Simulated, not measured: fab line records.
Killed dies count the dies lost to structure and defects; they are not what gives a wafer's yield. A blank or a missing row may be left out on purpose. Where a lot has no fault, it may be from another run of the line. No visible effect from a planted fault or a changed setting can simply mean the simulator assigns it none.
fab line records	flow nand-harc
record: lots: 13	wafers: 39	last-day: 32
route steps=1302 shown A_CONTACT@1028 A_M1@1196 A_BONDPAD@1216 END@1302
lots with no fault: from the same line, run without faults
start-h: hours from the record's first day to the start of the lot's first wafer shown	wait-h: time in hours since the lot's previous step	" repeats the value in the row above	L1.1+2: one row covering several wafers at once	- either no value or no given start	* or withheld: withheld	< > ~ a bound
route shown NAME@n: a module of which the file shows steps, and the number in the route of the first	usual: mean and standard deviation over wafers with no fault	same: alike in all rows	chamber/n: place in a boat	sites: each site's reading	_std_site: the standard deviation of these	_edge_site: inner sites' mean taken away from outer sites' mean	radius-mm: how far each site lies from the wafer's centre	mask NAME#n: copy n	behind: the most recent tool/chamber to have shaped the wafer	hold: why the lot went on hold/how many hours it stayed there/how the hold came to an end	device: which transistor (n, p or np) failed to switch	end of line: the route-end tests of the same wafers	where a step has no rows: the recipe by itself	killed: not the wafer's yield, but the dies lost to structure and defects at the first sort	map: dies across one wafer; x = killed, . = not, _ = none there
set.NAME: the setting that was run; set.NAME@STEP: the one run at that earlier step	model.NAME: the simulator's own value behind a step, which no gauge read
a sample of lots followed through the steps of the route, with each step as a table and each wafer as a row
services: the hour from which a tool's chamber was out of use, counted from the record's first day as start-h (under 0 if before that day), plus the number of hours and why
== steps ==
step: NHARC_A_CONTACT_DEP_58
recipe: target-thk-a: 900	target-thk-nm: 90	temp-c: 400	pressure-torr: 3.5	flow-sccm: 200	rf-w: 350	material: SiON
usual: heater-power-w: 728/63
lot.wafer	tool	chamber	start-h	wait-h	heater-power-w
L698.3	pecvd-04	0	491.60	1.7	661
L698.4	"	2	"	"	670
L698.6	"	1	"	"	747
L702.2	pecvd-04	0	533.61	2.2	563
L702.6	"	0	"	"	568
L702.4	"	1	"	"	714
L704.1	pecvd-03	1	544.82	2.8	751
L704.4	"	0	"	"	830
L704.5	"	1	"	"	727
L703.3	pecvd-02	2	550.23	1.6	732
L703.1	"	0	"	"	702
L703.5	"	0	"	"	702
L706.1	pecvd-02	2	584.65	2.7	799
L706.4	"	1	"	"	778
L706.6	"	2	"	"	796
L707.1	pecvd-03	0	588.09	2.8	784
L707.4	"	2	"	"	659
L707.6	"	0	"	"	780
L708.1	pecvd-03	1	591.36	2.8	744
L708.5	"	0	"	"	853
L708.6	"	1	"	"	738
L710.3	pecvd-04	1	603.78	1.7	829
L710.6	"	0	"	"	656
L710.4	"	1	"	"	817
L709.1	pecvd-04	0	605.84	2.7	694
L709.3	"	1	"	"	823
L709.5	"	2	"	"	672
L715.3	pecvd-04	0	658.84	1.7	647
L715.2	"	1	"	"	665
L715.5	"	2	"	"	718
L714.2	pecvd-04	0	673.30	2.2	669
L714.1	"	2	"	"	743
L714.6	"	1	"	"	763
L718.1	pecvd-03	1	692.20	2.7	732
L718.3	"	0	"	"	735
L718.4	"	0	"	"	744
L720.2	pecvd-02	0	703.99	2.2	747
L720.5	"	1	"	"	712
L720.6	"	2	"	"	677
step: NHARC_A_M1_THK_MEAS_24
recipe: thk-meas-gauge: xrf
usual: thk-nm: 154.7/1.4
lot.wafer	tool	chamber	start-h	wait-h	thk-nm
L698.3	film-metro-02	-	520.69	-	155.5
L698.4	"	-	"	"	155.2
L698.6	"	-	"	"	155.3
L702.2	film-metro-02	-	561.08	-	151.7
L702.4	"	-	"	"	155.0
L702.6	"	-	"	"	152.4
L704.1	film-metro-01	-	574.47	-	154.2
L704.4	"	-	"	"	154.6
L704.5	"	-	"	"	154.2
L703.1	film-metro-01	-	578.65	-	153.1
L703.3	"	-	"	"	156.2
L703.5	"	-	"	"	152.8
L706.1	film-metro-02	-	616.30	-	151.9
L706.4	"	-	"	"	153.6
L706.6	"	-	"	"	155.7
L707.1	film-metro-01	-	617.74	-	157.6
L707.4	"	-	"	"	155.8
L707.6	"	-	"	"	154.8
L708.1	film-metro-02	-	618.98	-	154.4
L708.5	"	-	"	"	153.6
L708.6	"	-	"	"	154.4
L710.3	film-metro-01	-	630.60	-	155.5
L710.4	"	-	"	"	154.5
L710.6	"	-	"	"	156.4
L709.1	film-metro-01	-	632.49	-	154.1
L709.3	"	-	"	"	156.1
L709.5	"	-	"	"	154.7
L715.3	film-metro-02	-	684.57	-	156.5
L715.5	"	-	"	"	154.7
L714.1	film-metro-02	-	701.49	-	154.3
L714.2	"	-	"	"	154.4
L718.1	film-metro-02	-	720.34	-	156.2
L718.3	"	-	"	"	155.2
L718.4	"	-	"	"	158.0
L720.2	film-metro-02	-	730.72	-	153.9
L720.5	"	-	"	"	156.2
L720.6	"	-	"	"	154.1
step: NHARC_A_BONDPAD_OVL_MEAS_35
usual: overlay-x-nm: 0/6.7	overlay-y-nm: -2/5
lot.wafer	tool	chamber	start-h	wait-h	overlay-x-nm	overlay-y-nm
L698.3	overlay-01	-	522.74	-	-12	0
L698.4	"	-	"	"	-11	0
L698.6	"	-	"	"	-12	0
L702.2	overlay-01	-	563.12	-	1	4
L702.4	"	-	"	"	1	4
L702.6	"	-	"	"	1	4
L704.1	overlay-01	-	576.80	-	0	7
L704.4	"	-	"	"	0	6
L704.5	"	-	"	"	0	6
L703.1	overlay-02	-	580.69	-	1	-5
L703.3	"	-	"	"	0	-5
L703.5	"	-	"	"	0	-5
L706.1	overlay-02	-	618.47	-	10	5
L706.4	"	-	"	"	9	5
L706.6	"	-	"	"	10	5
L707.1	overlay-01	-	619.90	-	4	-5
L707.4	"	-	"	"	5	-4
L707.6	"	-	"	"	4	-5
L708.1	overlay-01	-	621.15	-	-13	-9
L708.5	"	-	"	"	-13	-9
L708.6	"	-	"	"	-14	-9
L710.3	overlay-02	-	632.65	-	-6	-5
L710.4	"	-	"	"	-5	-5
L710.6	"	-	"	"	-6	-6
L709.1	overlay-01	-	634.65	-	0	-3
L709.3	"	-	"	"	0	-4
L709.5	"	-	"	"	1	-4
L715.3	overlay-02	-	686.61	-	3	-4
L715.5	"	-	"	"	3	-3
L714.1	overlay-02	-	703.66	-	-12	-5
L714.2	"	-	"	"	-13	-4
L718.1	overlay-01	-	722.50	-	6	8
L718.3	"	-	"	"	6	8
L718.4	"	-	"	"	6	7
L720.2	overlay-02	-	733.41	-	-5	0
L720.5	"	-	"	"	-5	1
L720.6	"	-	"	"	-5	1
step: NHARC_A_BONDPAD_DESCUM_11
recipe: time-s: 3	o2-flow-sccm: 200	ar-flow-sccm: 0	bias-power-w: 0	chemistry: O2
usual: drypump-motor-current-A: 5.8/0.6	oes-product-au: 0.999/0.0073	rf-vpp-V: 58.1/0.97	showerhead-plenum-p-Torr: 1.98/0.078	throttle-valve-pct: 11.312/0.0082
lot.wafer	tool	chamber	start-h	wait-h	drypump-motor-current-A	oes-product-au	rf-hours-counter-h	rf-vpp-V	showerhead-plenum-p-Torr	throttle-valve-pct
L698.4	rie-diel-09	2	522.87	-	5.1	0.993	2	58.5	1.88	11.317
L698.3	"	0	"	"	6.3	0.999	3	57.7	1.98	11.315
L698.6	"	2	"	"	5.1	0.996	-	58.7	1.88	11.317
L702.2	rie-diel-10	0	563.25	-	6.4	0.991	4	56.6	1.86	11.334
L702.4	"	2	"	"	6.1	0.989	4	58.1	2.00	11.326
L702.6	"	0	"	"	6.4	0.988	-	56.7	1.86	11.330
L704.1	rie-diel-10	3	576.93	-	5.6	1.008	4	59.0	2.06	11.305
L704.4	"	0	"	"	6.4	1.001	5	56.9	1.86	11.314
L704.5	"	3	"	"	5.6	1.005	-	59.8	2.06	11.319
L703.1	rie-diel-10	3	580.81	-	5.6	1.002	5	58.1	2.06	11.307
L703.3	"	2	"	"	6.1	1.009	5	58.4	2.00	11.312
L703.5	"	0	"	"	6.4	1.004	-	58.0	1.86	11.308
L706.1	rie-diel-10	3	618.61	-	5.6	1.004	0	57.3	2.06	11.309
L706.4	"	0	"	"	6.5	0.997	0	60.3	1.86	11.315
L706.6	"	2	"	"	6.1	1.001	-	56.3	2.00	11.304
L707.4	rie-diel-10	3	620.04	-	5.6	0.996	0	58.4	2.06	11.304
L707.1	"	0	"	"	6.4	1.000	0	60.1	1.86	11.322
L707.6	"	2	"	"	6.1	0.987	-	57.6	2.00	11.312
L708.1	rie-diel-10	2	621.30	-	6.1	0.998	0	57.5	2.00	11.303
L708.6	"	0	"	"	6.4	0.993	-	55.8	1.86	11.300
L708.5	"	1	"	"	4.8	0.986	-	59.3	2.06	11.300
L710.3	rie-diel-09	0	632.79	-	6.4	0.998	19	57.6	1.98	11.309
L710.4	"	1	"	"	6.6	0.998	19	58.4	1.86	11.325
L710.6	"	3	"	"	5.4	0.988	-	58.4	1.97	11.321
L709.3	rie-diel-09	0	634.79	-	6.4	0.994	19	55.7	1.98	11.316
L709.1	"	1	"	"	6.5	0.997	19	57.7	1.86	11.317
L709.5	"	3	"	"	5.5	1.002	-	58.6	1.97	11.319
L715.3	rie-diel-09	0	686.74	-	6.4	0.996	1	57.3	1.97	11.303
L715.5	"	0	"	"	6.4	0.984	-	58.5	1.98	11.304
L714.1	rie-diel-10	1	703.78	-	4.8	0.996	3	58.6	2.06	11.303
L714.2	"	0	"	"	6.5	1.004	3	57.8	1.86	11.314
L718.1	rie-diel-10	1	722.63	-	4.8	1.012	3	58.2	2.06	11.310
L718.4	"	2	"	"	6.1	0.999	3	59.2	2.00	11.312
L718.3	"	0	"	"	6.5	1.006	3	58.3	1.86	11.333
L720.2	rie-diel-10	1	733.53	-	4.8	1.001	4	58.6	2.06	11.304
L720.5	"	1	"	"	4.8	1.005	-	58.6	2.06	11.317
L720.6	"	2	"	"	6.1	1.008	-	58.4	2.00	11.296
step: NHARC_END_SORT_01
recipe: temp-c: 25
usual: killed-at-array: 60/21	killed-at-other: 1.0/1.2	killed-at-periphery: 4.2/2.8	killed-dies: 65/20	killed-open: 3.1/1.8	killed-short: 2.6/1.6
same: gross-dies: 677
lot.wafer	tool	chamber	start-h	wait-h	killed-at-array	killed-at-other	killed-at-periphery	killed-dies	killed-open	killed-short
L715.2	prober-01	0	723.30	2.8	543	5	2	550	1	1
L715.3	prober-01	0	724.09	3.1	89	3	0	92	2	1
L715.5	prober-01	0	725.69	3.7	66	4	3	73	1	5
L714.1	prober-02	0	735.54	2.5	80	0	8	88	4	2
L714.2	prober-02	0	736.34	2.8	80	0	4	84	2	4
L714.6	prober-02	0	739.56	4.0	596	0	6	602	3	4
killed by level:class
L715.2 A_CONTACT:area-dep=482 A_CHANNEL_HOLE_D1:chamber-film-flake=33 A_SLIT:chamber-film-flake=14 A_STAIRCASE:chamber-film-flake=5 THIN_TSV:chamber-film-flake=5 P_GATE:chamber-film-flake=2 A_WL_FILL:chamber-film-flake=2 A_ONON_D1:geometric-particle:short=1
L715.3 A_SLIT:chamber-film-flake=41 A_CHANNEL_HOLE_D1:chamber-film-flake=30 A_STAIRCASE:chamber-film-flake=7 THIN_TSV:chamber-film-flake=3 A_ZERO_WELL:chamber-film-flake=2 A_SGD_CUT:chamber-film-flake=2 A_ONON_D1:geometric-particle:short=1 A_DECK1_JOINT:geometric-particle:open=1
L715.5 A_CHANNEL_HOLE_D1:chamber-film-flake=32 A_SLIT:chamber-film-flake=20 A_STAIRCASE:chamber-film-flake=6 THIN_TSV:chamber-film-flake=4 A_CHANNEL_FILL_D1:chamber-film-flake=2 P_GATE:geometric-particle:short=1 P_CONTACT:geometric-particle:open=1 A_DECK1_JOINT:geometric-particle:short=1
L714.1 A_SLIT:chamber-film-flake=34 A_CHANNEL_HOLE_D1:chamber-film-flake=22 A_CHANNEL_HOLE_D2:chamber-film-flake=11 A_CONTACT:chamber-film-flake=7 P_STI:chamber-film-flake=4 P_CONTACT:geometric-particle:short=1 P_CONTACT:geometric-particle:open=1 P_M1:geometric-particle:open=1
L714.2 A_CHANNEL_HOLE_D1:chamber-film-flake=27 A_CHANNEL_HOLE_D2:chamber-film-flake=21 A_SLIT:chamber-film-flake=19 A_CONTACT:chamber-film-flake=5 A_STAIRCASE:chamber-film-flake=3 P_CONTACT:geometric-particle:short=2 A_ONON_D2:geometric-particle:short=1 A_CHANNEL_FILL_D2:geometric-particle:open=1
L714.6 A_CONTACT:area-dep=505 A_CHANNEL_HOLE_D1:chamber-film-flake=37 A_SLIT:chamber-film-flake=29 A_CHANNEL_HOLE_D2:chamber-film-flake=12 A_CONTACT:chamber-film-flake=7 P_ZERO_WELL:chamber-film-flake=3 A_ONON_D2:geometric-particle:short=2 P_M1:chamber-film-flake=2
== services ==
tool	chamber	start-h	hours	kind
rie-diel-10	0	477.50	-	clean
rie-diel-10	1	477.50	-	clean
rie-diel-10	2	477.50	-	clean
rie-diel-10	3	477.50	-	clean
rie-diel-09	2	497.25	9.1	repair
rie-diel-09	-	497.34	9.0	pm
rie-diel-10	0	502.00	-	clean
rie-diel-10	1	502.00	-	clean
rie-diel-10	2	502.00	-	clean
rie-diel-10	3	502.00	-	clean
pecvd-04	-	505.43	0.5	repair
pecvd-03	-	521.54	1.5	repair
rie-diel-10	0	526.50	-	clean
pecvd-03	-	547.83	13.0	pm
rie-diel-09	0	581.81	9.6	repair
rie-diel-09	1	587.72	7.1	repair
pecvd-02	-	589.11	13.0	pm
rie-diel-10	-	596.50	9.0	pm
pecvd-04	-	631.24	13.0	pm
pecvd-02	-	636.68	1.6	repair
rie-diel-09	-	674.34	9.0	pm
pecvd-04	-	705.72	0.7	repair
pecvd-02	0	722.93	3.8	repair
pecvd-03	-	728.83	13.0	pm
== key ==
first-sign: step: NHARC_END_SORT_01	reading: killed-dies	direction: up	sigmas: 26	usual: 65	struck: 576
effect: step: NHARC_END_SORT_01	reading: killed-at-array	direction: up	sigmas: 25	usual: 60	struck: 570
more-kills-born-at: NHARC_A_CONTACT_DEP_58@pecvd-04: 987
met-at NHARC_A_CONTACT_DEP_58
struck-lots L714,L715
struck-wafers L714.6,L715.2
later-rows-left-out L714.6,L715.2
tester-left-out L714,L715
not-acting-at NHARC_A_M1_THK_MEAS_24,NHARC_A_BONDPAD_OVL_MEAS_35,NHARC_A_BONDPAD_DESCUM_11
onset-between 605.84 658.84
fault: kind: process-parameter-drift	tool: pecvd-04	chamber: 1	onset-h: 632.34	steps: NHARC_A_CONTACT_DEP_58	channel: target-thk-a	offset: *	shape: step	end-h: 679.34	acts-in: *	stated: *
tester-left-out: of these lots the tester's yield and bins aren't shown, on N5 and GAA mostly nor the transistor test; their killed dies are dies lost to structure and defects alone, not to doping, threshold or leakage, so they don't give the yield
later-rows-left-out: the simulator's readings of these wafers behind a module that went badly wrong aren't trusted and aren't shown, but for the sort
